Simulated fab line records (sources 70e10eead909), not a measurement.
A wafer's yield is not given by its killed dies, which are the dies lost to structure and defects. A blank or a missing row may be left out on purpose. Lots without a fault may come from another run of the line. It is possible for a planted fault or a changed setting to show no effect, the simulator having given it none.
Comparing a struck lot with a sound one + flow nand harc + 15 steps out of a route of 1302
Sound: wafers L413.2, L413.4, L413.5. Struck: wafers L412.1, L412.3, L412.5. The cause is named last.
Per side, at each step with rows, come the tool, then ch with its chambers, and then its first start. Under that, the readings that differ: sound wafers + struck wafers + difference of the means + sigmas: that difference in standard deviations of wafers without a fault.
alike: same words and numbers on both sides, and readings whose means sit less than 2 such deviations apart. not compared: any withheld reading, any reading some wafer has no value for, any bound like >300 that may hide the same value, and any number with overlapping values for which the record gives no deviation.
Wherever a step has rows on one side only, a row that says differs or no value, or a row with sigmas, the two part there. Numbers that don't overlap but have no deviation are shown without sigmas and don't part them. Lack of a reading on every wafer of one side parts them only where that side has two or more wafers.

first, 4 steps without rows for these wafers: NHARC_A_ZERO_WELL_STRIP_14 (strips in SPM, time 900 s); NHARC_A_ZERO_WELL_IMPLANT_15; NHARC_A_ZERO_WELL_PRECLEAN_22 (cleans in SC1, time 60 s); NHARC_A_ZERO_WELL_SRD_23.
NHARC_A_ZERO_WELL_RTA_16: time 10 s.
  sound on rtp anneal-01 ch 0, day 13 06:11; struck on rtp anneal-01 ch 0, day 12 19:29
  alike: anneal temp c max, lamp power pct, wafer_temp_C_max
NHARC_A_ZERO_WELL_INSPECT_17:
  sound on defect inspect-01, day 13 06:21; struck on defect inspect-01, day 12 19:41
  alike: raw defect count
then, 3 steps without rows for these wafers: NHARC_A_SOURCE_PLATE_PRECLEAN_00 (cleans in HF-LAST, time 60 s); NHARC_A_SOURCE_PLATE_SRD_01; NHARC_A_SOURCE_PLATE_OXIDE_02 (material SiO2, target thk 10 nm, ox time 1362 s).
NHARC_A_SOURCE_PLATE_THK_MEAS_09: measures by ellipsometry.
  sound on film metro-02, day 13 15:44; struck on film metro-01, day 13 05:17
  alike: thk nm
then, 1 step without rows for these wafers: NHARC_A_SOURCE_PLATE_PVD_04 (deposits WSi2, target thk 50 nm).
NHARC_A_SOURCE_PLATE_CVD_03: deposits poly-Si, target thk 200 nm, time 4000 s.
  sound on lpcvd poly-03 ch 0, day 13 18:19; struck on lpcvd poly-02 ch 0, day 13 07:46
| reading                | sound             | struck            | difference | sigmas      |
|------------------------|-------------------|-------------------|------------|-------------|
| spike tc bottom C (C)  | 640.6 639.6 640.3 | 652.3 654.4 652.8 | +13.0      | +13         |
| spike tc centre C (C)  | 622.5 620.1 620.7 | 635.3 636.4 636.0 | +14.8      | +11         |
| spike tc lower C (C)   | 618.7 619.1 617.6 | 632.2 632.5 633.2 | +14.2      | +9          |
| spike tc top C (C)     | 641.1 641.1 641.0 | 649.3 649.2 652.3 | +9.2       | +5          |
| spike tc upper C (C)   | 617.9 619.3 620.2 | 631.8 632.0 632.8 | +13.1      | +13         |
| tube center temp C (C) | 620 620.01 619.97 | 633 633.01 632.89 | +13        | +99 or more |
then, 1 step without rows for these wafers: NHARC_A_SOURCE_PLATE_ANNEAL_05 (time 1800 s).
NHARC_A_SOURCE_PLATE_THK_MEAS_06: measures by ellipsometry.
  sound on film metro-02, day 14 06:12; struck on film metro-01, day 13 19:31
| reading     | sound             | struck            | difference | sigmas |
|-------------|-------------------|-------------------|------------|--------|
| thk nm (nm) | 201.6 204.0 201.8 | 271.0 271.8 269.0 | +68.1      | +34    |
  not compared: hold
-- jump in the record: it breaks off in module A_SOURCE_PLATE and resumes in module END (first step shown: number 1302 of the route), and 17 days separate the struck wafers' starts before and after --
NHARC_END_SORT_01:
  sound on prober-01 ch 0, day 30 19:50; struck on prober-01 ch 0, day 30 10:31
  alike: killed at array, killed at other, killed at periphery, killed dies, killed open, killed short

WHERE THEY PART
Earliest at NHARC_A_SOURCE_PLATE_CVD_03; latest, in this record, at NHARC_A_SOURCE_PLATE_THK_MEAS_06. Later steps at which nothing parts them and some readings are alike: NHARC_END_SORT_01.

WHY: whatever the simulator had introduced
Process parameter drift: lpcvd poly-02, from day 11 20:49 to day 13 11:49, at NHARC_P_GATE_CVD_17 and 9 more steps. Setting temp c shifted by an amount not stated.
